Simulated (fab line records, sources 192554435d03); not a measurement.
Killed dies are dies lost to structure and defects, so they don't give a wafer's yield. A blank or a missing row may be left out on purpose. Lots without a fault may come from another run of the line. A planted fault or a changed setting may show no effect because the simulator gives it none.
fab line records | flow n5_finfet
record lots=6 wafers=17 last_day=18
route steps=1938 shown BEOL_M0@728 BEOL_M1@751 PASSIVATION@1936
lots that met no fault: from a run of the same line without faults
start_h: hours from the record's first day to the start of the lot's first wafer shown | wait_h: hours since the lot's step before | " the same as in the row above | L1.1+2: a row that stands for several wafers | - no value, or no start given | * or withheld: withheld | < > ~ a bound
route shown NAME@n: a module of which the file shows steps, and the number in the route of the first | usual: mean/standard deviation of fault-free wafers | same: alike in all rows | chamber/n: place in a boat | sites: the reading at each site | _std_site: their standard deviation | _edge_site: outer sites' mean less inner sites' | radius_mm: how far each site lies from the wafer's centre | mask NAME#n: copy n | behind: the tool/chamber that last shaped the wafer | hold: why the lot was held/for how many hours/how that ended | device: the transistor (n, p or np) that didn't switch | end of line: the same wafers' tests at the end of the route | a step without rows: its recipe alone | killed: dies lost to structure and defects at the first sort, not the wafer's yield | map: a wafer's dies, x killed, . not, _ none there
set.NAME: the setting as run; set.NAME@STEP: as run at that earlier step | model.NAME: the simulator's own value behind a step, which no gauge read
lots at some steps of the route; a table a step, a row a wafer
services: from which hour (start_h, from the record's first day; less than 0 if before it) a tool's chamber was out of use, for how many hours, and why
## steps
# step N5_BEOL_M0_SRD_111
# recipe time_s=30 temp_c=23 rinse_liquid=diw dry=ipa_marangoni
# step N5_BEOL_M0_DEGAS_112
# recipe ambient=vacuum temp_c=250 time_s=60
# step N5_BEOL_M0_PRE_CLEAN_113
# recipe gas=H2/He time_s=30 temp_c=250
# step N5_BEOL_M0_ALD_136
# recipe material=TaN target_thk_a=* temp_c=275 ald_precursor_family=PDMAT ald_co_reactant=NH3 pressure_torr=3 carrier_flow_sccm=1500 pulse_time_s=2 purge_time_s=3 co_reactant_purge_time_s=2 co_reactant_pulse_time_s=3 ald_cycles=30 precursor_vessel_temp_c=75 precursor_vessel_pressure_torr=26.25 precursor_vessel_carrier_sccm=1000
# step N5_BEOL_M0_SURFACE_TREAT_137
# recipe gas=Ar time_s=* ion_energy_ev=* ion_current_ma_cm2=0.5 pressure_mtorr=* ar_flow_sccm=30
# step N5_BEOL_M0_CVD_115
# recipe material=Co target_thk_a=* temp_c=withheld precursor=CCTBA/H2 pressure_torr=30 time_s=120
# step N5_BEOL_M0_SPUTTER_116
# recipe material=Cu target_thk_a=40 temp_c=-20 chamber_pressure_pa=0.07 power_w=withheld time_s=7.37
# step N5_BEOL_M0_ANNEAL_117
# recipe temp_c=400 time_s=60 ambient=vacuum
# usual heater_power_w=907/130 susceptor_temp_C_max=401.0/0.39
# columns lot.wafer tool chamber start_h wait_h heater_power_w susceptor_temp_C_max
L913.3 pvd_sputter-01 - 126.78 0.0 719 400.6
L913.4 " - " " 755 400.7
L913.5 " - " " 858 400.7
L914.3 pvd_sputter-03 - 131.84 0.0 1120 401.0
L914.4 " - " " 1034 400.7
L914.5 " - " " 1023 401.1
L919.3 pvd_sputter-01 - 158.53 0.0 856 400.9
L919.4 " - " " 959 400.5
L919.5 " - " " 869 400.7
L924.4 pvd_sputter-03 - 190.12 0.0 888 400.8
L924.5 " - " " 857 401.2
L924.6 " - " " 905 401.0
L925.3 pvd_sputter-03 - 200.66 0.0 886 401.0
L925.4 " - " " 1144 400.9
L932.2 pvd_sputter-02 - 236.66 0.0 890 401.2
L932.3 " - " " 888 401.4
L932.5 " - " " 902 401.3
# step N5_BEOL_M0_SPUTTER_132
# recipe material=Cu target_thk_a=40 temp_c=-20 chamber_pressure_pa=0.07 power_w=withheld time_s=7.37
# usual substrate_temp_c=-19.99/0.1 throttle_valve_pct=30.1/1
# columns lot.wafer tool chamber start_h wait_h substrate_temp_c throttle_valve_pct
L913.3 pvd_sputter-01 - 126.82 0.0 -19.85 28.9
L913.4 " - " " -20.02 29.7
L913.5 " - " " -19.87 31.2
L914.3 pvd_sputter-03 - 140.27 8.4 -19.83 29.8
L914.4 " - " " -20.07 31.4
L914.5 " - " " -19.98 31.3
L919.3 pvd_sputter-01 - 158.57 0.0 -20.10 31.2
L919.4 " - " " -20.10 29.5
L919.5 " - " " -20.05 31.0
L924.4 pvd_sputter-03 - 190.16 0.0 -19.92 29.0
L924.5 " - " " -20.11 31.8
L924.6 " - " " -19.87 29.2
L925.3 pvd_sputter-03 - 200.70 0.0 -20.14 29.2
L925.4 " - " " -19.93 29.9
L932.2 pvd_sputter-02 - 236.70 0.0 -20.00 28.7
L932.3 " - " " -19.80 29.9
L932.5 " - " " -19.99 28.7
# step N5_BEOL_M0_ANNEAL_133
# recipe temp_c=400 time_s=60 ambient=vacuum
# step N5_BEOL_M0_SPUTTER_134
# recipe material=Cu target_thk_a=40 temp_c=-20 chamber_pressure_pa=0.07 power_w=withheld time_s=7.37
# step N5_BEOL_M0_ANNEAL_135
# recipe temp_c=400 time_s=60 ambient=vacuum
# step N5_BEOL_M0_SPUTTER_141
# recipe material=Cu target_thk_a=40 temp_c=-20 chamber_pressure_pa=0.07 power_w=withheld time_s=7.37
# usual substrate_temp_c=-19.99/0.12 throttle_valve_pct=30.1/1
# columns lot.wafer tool chamber start_h wait_h substrate_temp_c throttle_valve_pct
L913.3 pvd_sputter-01 - 127.06 0.0 -19.93 28.8
L913.4 " - " " -20.13 29.7
L913.5 " - " " -20.10 31.2
L914.3 pvd_sputter-03 - 140.51 0.0 -19.92 29.7
L914.4 " - " " -20.16 31.1
L914.5 " - " " -20.08 31.0
L919.3 pvd_sputter-01 - 158.81 0.0 -19.91 31.0
L919.4 " - " " -20.10 29.8
L919.5 " - " " -19.87 31.3
L924.4 pvd_sputter-03 - 190.40 0.0 -20.00 29.1
L924.5 " - " " -19.85 31.9
L924.6 " - " " -20.09 28.9
L925.3 pvd_sputter-03 - 200.94 0.0 -19.95 29.1
L925.4 " - " " -19.86 29.6
L932.2 pvd_sputter-02 - 236.94 0.0 -19.86 28.8
L932.3 " - " " -19.96 29.8
L932.5 " - " " -20.04 29.1
# step N5_BEOL_M0_ECD_118
# recipe material=Cu target_thk_a=3000
# step N5_BEOL_M0_ANNEAL_119
# recipe temp_c=225 time_s=90 ambient=N2
# step N5_BEOL_M0_CMP_120
# recipe stop_on=SiOC t_overpolish_s=6.9 down_force_psi=1 platen_rpm=50 clearing_platen_down_force_psi=1.5 clearing_platen_rpm=50 post_cmp_clean=cu_alkaline clearing_platen_pad_velocity_m_s=0.99484 pad_velocity_m_s=0.99484
# step N5_BEOL_M0_PRE_CLEAN_131
# recipe gas=NH3/H2 time_s=15 temp_c=* rf_power_w=300
# step N5_BEOL_M0_CO_CAP_123
# recipe material=Co target_thk_a=20 temp_c=200 precursor=CCTBA/H2 pressure_torr=30 time_s=102.1
# step N5_BEOL_M0_PRE_CLEAN_124
# recipe gas=NH3 time_s=15 temp_c=withheld rf_power_w=300
# step N5_BEOL_M0_DEP_125
# recipe material=SiCN target_thk_a=80 temp_c=withheld precursor=3MS/NH3 pressure_torr=3 rf_w=202 time_s=14
# step N5_BEOL_M0_RS_MEAS_126
# recipe thk_meas_gauge=four-point-probe reads=Co_of_BEOL_M0_CO_CAP_123+Cu_of_BEOL_M0_ECD_118+Co_of_BEOL_M0_CVD_115+TaN_of_BEOL_M0_ALD_136
# usual M0_RS=0.522/0.02
# columns lot.wafer tool chamber start_h wait_h M0_RS[ohm/sq]
L913.3 film_metro-01 - 128.22 0.1 0.509
L913.4 " - " " 0.496
L913.5 " - " " 0.505
L914.3 film_metro-02 - 141.69 0.1 0.571
L914.4 " - " " 0.558
L914.5 " - " " 0.543
L919.3 film_metro-02 - 159.86 0.1 0.517
L919.4 " - " " 0.509
L919.5 " - " " 0.503
L924.4 film_metro-02 - 191.52 0.0 0.533
L924.5 " - " " 0.526
L924.6 " - " " 0.516
L925.3 film_metro-01 - 202.00 0.1 0.542
L925.4 " - " " 0.523
L932.2 film_metro-01 - 237.99 0.1 0.511
L932.3 " - " " 0.524
L932.5 " - " " 0.522
# step N5_BEOL_M1_ILD_DEP_00
# recipe material=SiOC target_thk_a=790 temp_c=350 precursor=DEMS/O2 pressure_torr=5 rf_w=500 time_s=15.3
# step N5_BEOL_M1_THK_MEAS_01
# recipe reads=SiOC_of_BEOL_M1_ILD_DEP_00
# usual M1_ILD_THK=79.2/1.4
# columns lot.wafer tool chamber start_h wait_h M1_ILD_THK[nm]
L913.3 film_metro-01 - 128.35 0.1 78.9
L913.4 " - " " 79.7
L913.5 " - " " 79.7
L914.3 film_metro-02 - 141.82 0.1 80.6
L914.4 " - " " 80.9
L914.5 " - " " 79.1
L919.3 film_metro-01 - 159.99 0.1 78.9
L919.4 " - " " 80.4
L919.5 " - " " 79.8
L924.4 film_metro-01 - 191.65 0.0 80.0
L924.5 " - " " 79.8
L924.6 " - " " 80.1
L925.3 film_metro-02 - 202.13 0.1 77.0
L925.4 " - " " 79.0
L932.2 film_metro-02 - 238.12 0.1 77.0
L932.3 " - " " 76.3
L932.5 " - " " 79.2
# step N5_BEOL_M1_PECVD_72
# recipe material=SiO2 target_thk_a=160 temp_c=400 precursor=TEOS/O2 pressure_torr=5.5 rf_w=450 teos_flow_sccm=53.8 gas=O2 flow_sccm=3000 time_s=18
# usual heater_power_w=673/65 rf_fwd_power_W=444.6/1.8 showerhead_plenum_p_Torr=8.80/0.068 showerhead_vpp_V=1319/30 throttle_valve_pct=22.4/1.4
# columns lot.wafer tool chamber start_h wait_h heater_power_w rf_fwd_power_W showerhead_plenum_p_Torr showerhead_vpp_V throttle_valve_pct
L913.3 pecvd-04 1 128.38 0.0 591 448.4 8.79 1311 21.4
L913.4 " 1 " " 585 447.4 8.81 1319 21.4
L913.5 " 2 " " 636 444.3 8.91 1317 21.2
L914.3 pecvd-02 2 141.85 0.0 625 442.2 8.80 1251 23.0
L914.4 " 0 " " 735 447.0 8.66 1356 20.9
L914.5 " 2 " " 587 441.3 8.79 1266 23.1
L919.3 pecvd-04 1 160.03 0.0 667 447.3 8.76 1324 21.3
L919.4 " 0 " " 751 443.9 8.81 1299 23.0
L919.5 " 2 " " 630 445.9 8.88 1358 21.2
L924.4 pecvd-04 0 191.70 0.1 767 445.9 8.81 1349 23.1
L924.5 " 1 " " 597 447.2 8.78 1317 21.2
L924.6 " 2 " " 561 445.4 8.93 1324 21.2
L925.3 pecvd-02 2 202.17 0.0 708 443.6 8.80 1280 22.9
L925.4 " 1 " " 688 445.6 8.78 1347 24.1
L932.2 pecvd-02 1 238.16 0.0 632 445.3 8.77 1335 23.9
L932.3 " 0 " " 744 446.3 8.66 1330 20.8
L932.5 " 1 " " 646 446.4 8.75 1332 23.9
# step N5_BEOL_M1_HM_DEP_02
# recipe material=TiN target_thk_a=200 temp_c=25 chamber_pressure_pa=0.49996
# usual substrate_temp_c=25.00/0.1 throttle_valve_pct=30.1/1
# columns lot.wafer tool chamber start_h wait_h substrate_temp_c throttle_valve_pct
L913.3 pvd_sputter-02 - 129.92 1.5 24.91 29.6
L913.4 " - " " 25.08 29.7
L913.5 " - " " 24.92 29.7
L914.3 pvd_sputter-01 - 143.71 1.8 25.09 29.8
L914.4 " - " " 24.69 28.8
L914.5 " - " " 24.98 28.6
L919.3 pvd_sputter-03 - 161.14 1.1 24.80 29.1
L919.4 " - " " 24.92 32.0
L919.5 " - " " 24.99 32.1
L924.4 pvd_sputter-01 - 194.59 2.9 25.17 30.0
L924.5 " - " " 24.97 29.8
L924.6 " - " " 24.96 31.1
L925.3 pvd_sputter-02 - 203.83 1.6 24.98 29.9
L925.4 " - " " 24.93 31.6
L932.2 pvd_sputter-01 - 238.32 0.1 24.86 31.3
L932.3 " - " " 25.19 28.8
L932.5 " - " " 25.02 29.4
# step N5_BEOL_M1_COAT_61
# recipe resist=SOC temp_c=250 time_s=60 spin_rpm=1500 resist_thk_nm=60
# step N5_BEOL_M1_COAT_62
# recipe resist=SiARC temp_c=220 time_s=60 spin_rpm=1500 resist_thk_nm=12
# step N5_BEOL_M1_COAT_73
# recipe resist=underlayer temp_c=205 time_s=60 spin_rpm=1500 resist_thk_nm=5
# step N5_BEOL_M1_COAT_05
# recipe resist=CAR-EUV spin_rpm=1500 resist_thk_nm=30
# step N5_BEOL_M1_EBR_07
# recipe solvent=PGMEA ebr_width_mm=1.5
# step N5_BEOL_M1_SOFTBAKE_06
# recipe temp_c=110 time_s=60 resist=CAR-EUV
# step N5_BEOL_M1_EXPOSE_08
# recipe mask_id=M1 na=0.33 source_shape=dipole sigma_inner=0.369 sigma_outer=0.767 polarization=unpolarized dose_mj=33
# step N5_BEOL_M1_PEB_09
# recipe peb_temp_c=100 peb_time_s=60 resist=CAR-EUV
# step N5_BEOL_M1_DEVELOP_10
# recipe develop_time_s=30 developer=TMAH resist=CAR-EUV rinse_liquid=surfactant_rinse dry=air_spin dev_temp_c=23
# step N5_BEOL_M1_CD_MEAS_11
# recipe target_cd_nm=17.05 landing_energy_ev=500 detector=se_inlens polarity=opening
# usual cd_nm=16.99/0.24
# columns lot.wafer tool chamber start_h wait_h cd_nm
L913.3 cd_sem-03 0 130.31 - 17.08
L913.4 " 0 " " 16.56
L913.5 " 0 " " 17.20
L914.3 cd_sem-02 0 144.23 - 16.65
L914.4 " 0 " " 16.70
L914.5 " 0 " " 17.08
L919.3 cd_sem-02 0 161.53 - 16.86
L919.4 " 0 " " 17.45
L919.5 " 0 " " 16.70
L924.4 cd_sem-01 0 194.98 - 16.90
L924.5 " 0 " " 17.00
L924.6 " 0 " " 16.89
L925.3 cd_sem-02 0 204.23 - 17.15
L925.4 " 0 " " 16.64
L932.2 cd_sem-03 0 238.71 - 17.43
L932.3 " 0 " " 17.18
L932.5 " 0 " " 17.20
# step N5_BEOL_M1_OVL_MEAS_12
# recipe points_per_wafer=522
# usual M1_OVL=-0.2/0.62
# columns lot.wafer tool chamber start_h wait_h M1_OVL[nm]
L913.3 overlay-01 0 130.35 0.0 1.0
L913.4 " 0 " " 0.9
L913.5 " 0 " " 0.3
L914.3 overlay-02 0 144.27 0.0 -0.7
L914.4 " 0 " " -0.9
L914.5 " 0 " " 0.5
L919.3 overlay-02 0 161.57 0.0 -0.3
L919.4 " 0 " " 0.1
L919.5 " 0 " " 0.1
L924.4 overlay-01 0 195.02 0.0 -1.2
L924.5 " 0 " " -0.1
L924.6 " 0 " " -0.1
L925.3 overlay-02 0 204.27 0.0 -1.1
L925.4 " 0 " " 0.5
L932.2 overlay-02 0 238.75 0.0 1.3
L932.3 " 0 " " 0.2
L932.5 " 0 " " 0.3
# step N5_BEOL_M1_DESCUM_16
# recipe chemistry=O2 time_s=7 source_power_w=50 bias_power_w=20 pressure_mtorr=20 rf_frequency_hz=2.712e+07 temp_c=40 resist=CAR-EUV o2_flow_sccm=225
# step N5_BEOL_M1_ETCH_74
# recipe chemistry=N2/H2 target=underlayer target_depth_a=65 mask_material=CAR-EUV time_s=5.2 ion_energy_ev=200 pressure_mtorr=30 source_w=840 bias_w=150 n2_flow_sccm=200 h2_flow_sccm=200 ends=cleared
# step N5_BEOL_M1_ETCH_63
# recipe chemistry=CF4 target=SiARC target_depth_a=156 mask_material=CAR-EUV time_s=26 ion_energy_ev=80 pressure_mtorr=40 source_w=545 bias_w=36 Ar_flow_sccm=100 cf4_flow_sccm=100 ends=cleared
# usual drypump_motor_current_A=5.5/0.43 etch_rf_on_time_s=25.8/0.66 mfc_ar_sccm=100.0/0.32 oes_product_au=0.68/0.077 rf_fwd_power_W=532.3/1.9 rf_vpp_V=184.5/1.2 showerhead_plenum_p_Torr=2.18/0.068 throttle_valve_pct=15.53/0.24
# columns lot.wafer tool chamber start_h wait_h drypump_motor_current_A etch_rf_on_time_s mfc_ar_sccm oes_product_au rf_fwd_power_W rf_hours_counter_h rf_vpp_V showerhead_plenum_p_Torr throttle_valve_pct
L913.3 rie_diel-01 1 130.70 0.0 6.0 25.7 100.0 0.63 531.5 163 183.2 2.14 15.81
L913.4 " 2 " " 4.8 26.2 100.2 0.60 530.0 215 182.9 2.03 15.85
L913.5 " 3 " " 5.1 25.0 100.3 0.84 533.8 - 186.0 2.27 15.32
L914.3 rie_diel-06 2 144.40 0.0 5.5 25.6 100.0 0.75 533.2 39 184.4 2.18 15.34
L914.4 " 3 " " 5.6 27.5 100.0 0.58 534.8 213 184.7 2.21 15.84
L914.5 " 0 " " 5.0 25.2 100.0 0.64 531.4 - 186.9 2.21 15.47
L919.3 rie_diel-06 3 162.36 0.0 5.5 27.4 100.1 0.58 533.6 218 186.0 2.21 15.85
L919.4 " 1 " " 5.7 25.8 99.9 0.75 533.0 38 185.4 2.27 15.38
L919.5 " 1 " " 5.6 25.7 99.8 0.75 531.3 - 184.8 2.27 15.38
L924.4 rie_diel-06 3 195.15 0.0 5.5 27.6 100.4 0.57 535.9 229 185.8 2.21 15.86
L924.5 " 1 " " 5.6 26.0 99.9 0.73 533.4 - 185.2 2.27 15.41
L924.6 " 0 " " 5.0 25.6 100.2 0.63 533.2 - 185.9 2.21 15.51
L925.3 rie_diel-05 2 204.41 0.0 5.2 26.0 99.6 0.77 532.5 33 184.9 2.18 15.19
L925.4 " 0 " " 6.0 25.3 100.6 0.77 532.5 38 183.1 2.19 15.35
L932.2 rie_diel-01 0 239.59 0.0 6.2 25.8 100.2 0.68 531.8 105 184.2 2.15 15.28
L932.3 " 2 " " 4.8 26.5 100.3 0.59 532.2 248 183.1 2.02 15.93
L932.5 " 3 " " 5.1 25.2 99.8 0.77 531.4 - 186.7 2.25 15.38
# step N5_PASSIVATION_PROBE_49
# usual defect_limited_yield=91.2/1.4 killed_at_M0_to_M3=34/11 killed_at_M4_up=14/6.3 killed_at_contacts=13/7.4 killed_at_front_end=38/11 killed_at_other=4.3/2.9 killed_dies=103/17 killed_open=68/12 killed_short=34/8 sort_bin_4_leakage=0.00/0.027 sort_bin_5_function=5.1/0.9 sort_bin_6_memory=3.3/0.66 sort_n_pass=1077/17 sort_yield_pct=91.2/1.4
# same gross_dies=1180 killed_at_back_side=0 sort_bin_8_speed[%]=0
# columns lot.wafer tool chamber start_h wait_h defect_limited_yield[%] killed_at_M0_to_M3 killed_at_M4_up killed_at_contacts killed_at_front_end killed_at_other killed_dies killed_open killed_short sort_bin_4_leakage[%] sort_bin_5_function[%] sort_bin_6_memory[%] sort_n_pass sort_yield_pct[%]
L913.3 prober-01 - 308.74 0.1 89.5 54 20 7 42 1 124 92 30 0 6.4 3.6 1056 89.5
L913.4 prober-01 - 308.79 0.2 90.4 29 20 7 52 5 113 66 38 0 5.0 3.7 1067 90.4
L913.5 prober-01 - 308.84 0.2 93.9 20 7 10 33 2 72 42 30 0 4.0 1.7 1108 93.9
L914.3 prober-02 - 310.45 0.1 89.9 31 17 13 51 7 119 78 41 0 5.6 4.2 1061 89.9
L914.4 prober-02 - 310.50 0.2 89.8 24 12 26 52 6 120 66 54 0 5.7 4.0 1060 89.8
L914.5 prober-02 - 310.55 0.2 94.1 12 10 10 37 1 70 43 25 0 3.3 2.4 1110 94.1
L919.3 prober-02 - 332.87 0.1 89.8 43 13 10 51 3 120 84 36 0 6.2 3.5 1060 89.8
L919.4 prober-02 - 332.92 0.2 89.7 26 25 20 49 2 122 88 34 0.08 5.8 4.2 1057 89.6
L919.5 prober-02 - 332.97 0.2 90.3 32 11 10 59 2 114 75 39 0 5.3 4.1 1066 90.3
L924.4 prober-01 - 369.64 0.2 79.2 180 19 19 26 2 246 64 28 0 12.7 4.4 934 79.2
L924.5 prober-01 - 369.69 0.2 89.3 57 13 9 46 1 126 76 50 0 6.4 3.6 1054 89.3
L924.6 prober-01 - 369.74 0.3 79.9 159 18 16 42 2 237 67 29 0 11.9 4.1 943 79.9
L925.3 prober-02 - 383.05 0.1 81.4 173 9 12 20 6 220 41 25 0 11.4 3.5 960 81.4
L925.4 prober-02 - 383.10 0.2 93.5 18 13 11 25 10 77 45 31 0 3.7 2.5 1103 93.5
L932.2 prober-01 - 424.16 0.1 89.7 39 8 6 63 6 122 79 43 0 6.6 3.3 1058 89.7
L932.3 prober-01 - 424.21 0.1 89.3 39 24 14 47 2 126 80 44 0 6.1 3.7 1054 89.3
L932.5 prober-01 - 424.31 0.2 90.8 35 13 10 47 3 108 64 37 0 4.9 3.6 1072 90.8
# killed by level:class
L913.3 FIN_SAQP:geometric_particle:open=18 BEOL_M0_SAQP:geometric_particle:open=11 BEOL_M0_SAQP:geometric_particle:short=10 BEOL_M2:geometric_particle:open=9 FIN_SAQP:geometric_particle:short=7 BEOL_M4:geometric_particle:open=7 MOL_CONTACT_COAG:geometric_particle:open=7 BEOL_M1:geometric_particle:open=7
L913.4 FIN_SAQP:geometric_particle:open=11 BEOL_M4:geometric_particle:open=11 BEOL_M3:geometric_particle:open=9 FIN_SAQP:geometric_particle:short=7 HKMG_FIN:area_etch=7 STI_FIN_REVEAL:geometric_particle:open=6 GATE_CUT:geometric_particle:short=5 MOL_CONTACT_COAG:geometric_particle:open=5
L913.5 FIN_SAQP:geometric_particle:short=9 FIN_SAQP:geometric_particle:open=7 MOL_CONTACT_COAG:geometric_particle:open=7 BEOL_M1:geometric_particle:open=5 GATE_CUT:geometric_particle:short=4 BEOL_M2:geometric_particle:open=4 BEOL_M3:geometric_particle:open=3 ILD0:geometric_particle:short=3
L914.3 STI_FIN_REVEAL:geometric_particle:open=12 BEOL_M0_SAQP:geometric_particle:open=12 FIN_SAQP:geometric_particle:short=11 MOL_CONTACT_COAG:geometric_particle:open=10 FIN_SAQP:geometric_particle:open=7 BEOL_M3:geometric_particle:open=7 BEOL_M0_SAQP:geometric_particle:short=5 BEOL_M8:geometric_particle:open=5
L914.4 MOL_CONTACT_COAG:geometric_particle:open=18 BEOL_M0_SAQP:geometric_particle:short=12 FIN_SAQP:geometric_particle:short=11 STI_FIN_REVEAL:geometric_particle:open=11 MOL_CONTACT_COAG:geometric_particle:short=8 FIN_SAQP:geometric_particle:open=5 GATE_CUT:geometric_particle:short=5 GATE_CUT:geometric_particle:open=5
L914.5 STI_FIN_REVEAL:geometric_particle:open=11 MOL_CONTACT_COAG:geometric_particle:open=8 FIN_SAQP:geometric_particle:short=6 FIN_SAQP:geometric_particle:open=5 BEOL_M4:geometric_particle:open=4 ILD0:geometric_particle:short=3 GATE_CUT:geometric_particle:short=3 BEOL_M1:geometric_particle:open=3
L919.3 STI_FIN_REVEAL:geometric_particle:open=15 BEOL_M3:geometric_particle:open=9 FIN_SAQP:geometric_particle:open=8 BEOL_M1:geometric_particle:open=7 BEOL_M0_SAQP:geometric_particle:short=6 BEOL_M0:geometric_particle:open=6 FIN_SAQP:geometric_particle:short=5 MOL_CONTACT_COAG:geometric_particle:short=5
L919.4 MOL_CONTACT_COAG:geometric_particle:open=18 STI_FIN_REVEAL:geometric_particle:open=12 FIN_SAQP:geometric_particle:open=10 BEOL_M1:geometric_particle:open=9 GATE_CUT:geometric_particle:short=8 BEOL_M4:geometric_particle:open=7 BEOL_M5:geometric_particle:open=5 BEOL_M0_SAQP:geometric_particle:open=5
L919.5 FIN_SAQP:geometric_particle:open=13 STI_FIN_REVEAL:geometric_particle:open=13 MOL_CONTACT_COAG:geometric_particle:open=9 BEOL_M0_SAQP:geometric_particle:short=9 ILD0:geometric_particle:short=8 FIN_SAQP:geometric_particle:short=7 BEOL_M0_SAQP:geometric_particle:open=7 BEOL_M3:geometric_particle:open=6
L924.4 BEOL_M0:unspecified=152 MOL_CONTACT_COAG:geometric_particle:open=16 BEOL_M0_SAQP:geometric_particle:open=10 BEOL_M0_SAQP:geometric_particle:short=10 BEOL_M4:geometric_particle:open=9 STI_FIN_REVEAL:geometric_particle:open=6 FIN_SAQP:geometric_particle:open=4 BEOL_M6:geometric_particle:open=4
L924.5 BEOL_M0_SAQP:geometric_particle:short=23 BEOL_M0_SAQP:geometric_particle:open=16 STI_FIN_REVEAL:geometric_particle:open=12 MOL_CONTACT_COAG:geometric_particle:open=8 FIN_SAQP:geometric_particle:open=6 FIN_SAQP:geometric_particle:short=6 BEOL_M2:geometric_particle:open=6 STARTING-WAFER:geometric_particle:open=6
L924.6 BEOL_M0:unspecified=139 FIN_SAQP:geometric_particle:open=15 MOL_CONTACT_COAG:geometric_particle:open=13 BEOL_M4:geometric_particle:open=11 FIN_SAQP:geometric_particle:short=8 STI_FIN_REVEAL:geometric_particle:open=8 BEOL_M0_SAQP:geometric_particle:open=7 BEOL_M0_SAQP:geometric_particle:short=7
L925.3 BEOL_M0:unspecified=150 MOL_CONTACT_COAG:geometric_particle:open=9 BEOL_M0_SAQP:geometric_particle:short=8 BEOL_M0_SAQP:geometric_particle:open=8 BEOL_M4:geometric_particle:open=5 FIN_SAQP:geometric_particle:short=3 STI_FIN_REVEAL:geometric_particle:open=3 MOL_CONTACT_COAG:geometric_particle:short=3
L925.4 MOL_CONTACT_COAG:geometric_particle:open=10 BEOL_M4:geometric_particle:open=8 BEOL_M0_SAQP:geometric_particle:short=5 FIN_SAQP:geometric_particle:short=4 ILD0:geometric_particle:short=3 GATE_CUT:geometric_particle:open=3 GATE_CUT:geometric_particle:short=3 BEOL_M1:geometric_particle:open=3
L932.2 FIN_SAQP:geometric_particle:open=14 FIN_SAQP:geometric_particle:short=11 BEOL_M1:geometric_particle:open=8 STI_FIN_REVEAL:geometric_particle:open=7 GATE_CUT:geometric_particle:short=7 BEOL_M0_SAQP:geometric_particle:open=7 BEOL_M2:geometric_particle:open=7 MOL_CONTACT_COAG:geometric_particle:open=6
L932.3 FIN_SAQP:geometric_particle:short=13 BEOL_M4:geometric_particle:open=12 MOL_CONTACT_COAG:geometric_particle:open=11 STI_FIN_REVEAL:geometric_particle:open=8 BEOL_M1:geometric_particle:open=8 BEOL_M0_SAQP:geometric_particle:open=7 BEOL_M0_SAQP:geometric_particle:short=7 FIN_SAQP:geometric_particle:open=5
L932.5 FIN_SAQP:geometric_particle:short=10 FIN_SAQP:geometric_particle:open=9 MOL_CONTACT_COAG:geometric_particle:open=9 BEOL_M1:geometric_particle:open=8 HKMG_FIN:area_etch=7 BEOL_M1:geometric_particle:short=6 BEOL_M3:geometric_particle:open=6 BEOL_M4:geometric_particle:open=6
# map L924.4 (x killed, . not)
_________________...x.....x..________________
______________........x....xx..._____________
___________..x.......x.............__________
__________.............x...........x_________
________.........x................x..._______
_______x..........x.x.........xx...x...______
______........x.......x................._____
_____x............x...............x......____
____....x.................x.x.............___
___........................................__
___.........................xx....x..x...x.__
__x..x...........x.........................._
__....x...............x.......x......x......_
_...............x....................x.....x.
_.x.........x...x................x...........
_.....x............x......x..................
_.x..x........x.....x..x....................x
_..................x..x.......x.xx......x....
_......................x.......xx..x.........
_................x...........................
_..xx.............x.........................x
__...x..............x...xxx................._
__..............x.xx..xxxx.x...x..x.......x._
___.x.............xxxxxxxxxx..........x....__
___x...x.........xxxxxxxxxxxxx..x.x........__
____.....x.......xxxxxxxxxxxxx.....x......___
_____..........xxxxxxxxxxxxxxx.....x.....____
______..x......xxxxxxxxxxxxxxx.xx......._____
_______......xxx.xxxxxxxxxxxxxx........______
________x.x....xxxxxxxxxxxxxxxx.x....._______
__________..x.x..xxxxxxxxxxxx......._________
___________..x..xxxxxxxxxxxx.x.....__________
______________x..xxxxxxxxxxx.x.._____________
_________________.x.xxxxxx...________________
# map L925.3 (x killed, . not)
_________________.x..........________________
______________..x..............._____________
___________x.x...x...x....x..x.....__________
__________.........................._________
________.........xx..................._______
_______...x....x.........x....x........______
______.................................._____
_____......x................x.x.x........____
____...........................xx.........___
___....x.................x.................__
___........................................__
__.....x............xx......x......x........_
__x..........x.............................._
_....x................x......................
_....................x..............x.....x..
_......................x.xx..................
_............x..x........x....x..............
_.x................x.........................
_...x.........x..............................
_...............x..............xx.x..........
_x.................x.................x.......
__..............x....x...x..x..............._
__.x...............xx..xxxxx.x..x........x.._
___...x.......x.x...xxxxxxxxx..x..x........__
___....x...x...x.xxxxxxxxxxxx.x..x......x..__
____.............xxxxxxxxxxxxx.x..........___
_____..........xxxxxxxxxxxxxxx...........____
______....x....xxxxxxxxxxxxxxx.x........_____
_______.......xxxxxxxxxxxxxxxx.x.......______
________.......x.xxxxxxxxxxxxxx..x...._______
__________......xxxxxxxxxxxxxx......_________
___________......xxxxxxxxxxxx......__________
______________.x...x.xxxxxxx.x.x_____________
_________________..x.xxx.x...________________
## services
# columns tool chamber start_h hours kind
rie_diel-05 - 114.50 1.7 repair
pecvd-04 0 114.86 5.5 scheduled_down
pecvd-04 0 136.53 2.1 scheduled_down
pecvd-02 - 136.68 1.4 repair
rie_diel-06 1 137.19 5.7 repair
rie_diel-01 - 159.20 4.3 pm
rie_diel-01 0 168.31 12.2 repair
rie_diel-05 0 174.08 11.0 repair
rie_diel-05 2 176.32 5.8 repair
pecvd-02 1 182.89 5.5 scheduled_down
rie_diel-06 2 202.14 2.7 repair
pecvd-02 2 202.38 - clean
pecvd-02 2 202.38 - consumable_replace:showerhead
pecvd-02 2 202.38 29.0 scheduled_down
pecvd-02 2 202.38 29.0 vent_cycle
rie_diel-06 1 212.35 3.7 repair
pecvd-02 - 214.70 1.5 repair
pecvd-04 - 222.09 0.9 repair
rie_diel-06 - 223.62 2.8 pm
pvd_sputter-02 - 227.10 2.2 repair
pecvd-04 0 230.02 4.0 repair
## key
first_sign step=N5_PASSIVATION_PROBE_49 reading=killed_at_M0_to_M3 direction=up sigmas=12 usual=34 struck=171
effect step=N5_PASSIVATION_PROBE_49 reading=defect_limited_yield direction=down sigmas=7.9 usual=91.2 struck=80.1
more_kills_born_at N5_BEOL_M0_SPUTTER_141@pvd_sputter-03=441
met_at N5_BEOL_M0_SPUTTER_141
struck_wafers L924.4,L924.6,L925.3
fault kind=chamber_particle_source tool=pvd_sputter-03 chamber=- onset_h=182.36 steps=N5_BEOL_M0_SPUTTER_141 rate_per_visit_cm2=1.679 end_h=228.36 scope=struck_wafers_only
